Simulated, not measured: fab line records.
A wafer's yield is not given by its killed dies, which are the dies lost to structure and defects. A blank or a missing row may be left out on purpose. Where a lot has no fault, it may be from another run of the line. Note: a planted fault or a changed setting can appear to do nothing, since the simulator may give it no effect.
Matching of chambers    flow n5Finfet    3 sister chambers for N5_BEOL_M10_DEP_56 on pecvd-03
The step deposits SiCN from 3MS/NH3, target thk 15 nm, time 26.5 s. 3 wafers are shown with their chamber, then 8 later ones without.

== WAFERS PAIRED WITH THEIR CHAMBERS ==
wafer   chamber  showerheadPlenumPTorr (Torr)
L733.5  0        3.672
L736.6  2        3.637
L740.1  1        3.687

== WAFERS MISSING THEIR CHAMBER ==
wafer   showerheadPlenumPTorr (Torr)
L740.5  3.681
L740.6  3.640
L741.1  3.669
L741.3  3.672
L741.4  3.678
L743.2  3.638
L743.4  3.680
L743.5  3.662

== WHICH CHAMBER EACH WENT THROUGH ==
wafer    from the rows above       in truth
L740.5   can't be placed: 1 or 0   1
L740.6   2                         2
L741.1   0                         0
L741.3   0                         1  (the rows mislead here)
L741.4   can't be placed: 0 or 1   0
L743.2   2                         2
L743.4   can't be placed: 1 or 0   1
L743.5   0                         0
Correctly placed: 4 of 8. These rows do not allow placing 3 (true chamber among the candidates in 3). Number placed wrongly: 1.
How it was worked out, from the rows above alone: a wafer's distance from a chamber is the root of the sum, over the readings, of the square of ((its reading less the chamber's mean) divided by the reading's scatter). The wafer belongs to the nearest chamber; if the next one is less than 2 further off, it can't be placed. For every chamber, the mean is computed from those of its wafers that are shown. The scatter (one wafer shown for each chamber): square how far every hidden wafer sits from the nearest shown wafer, average those squares and take the square root.
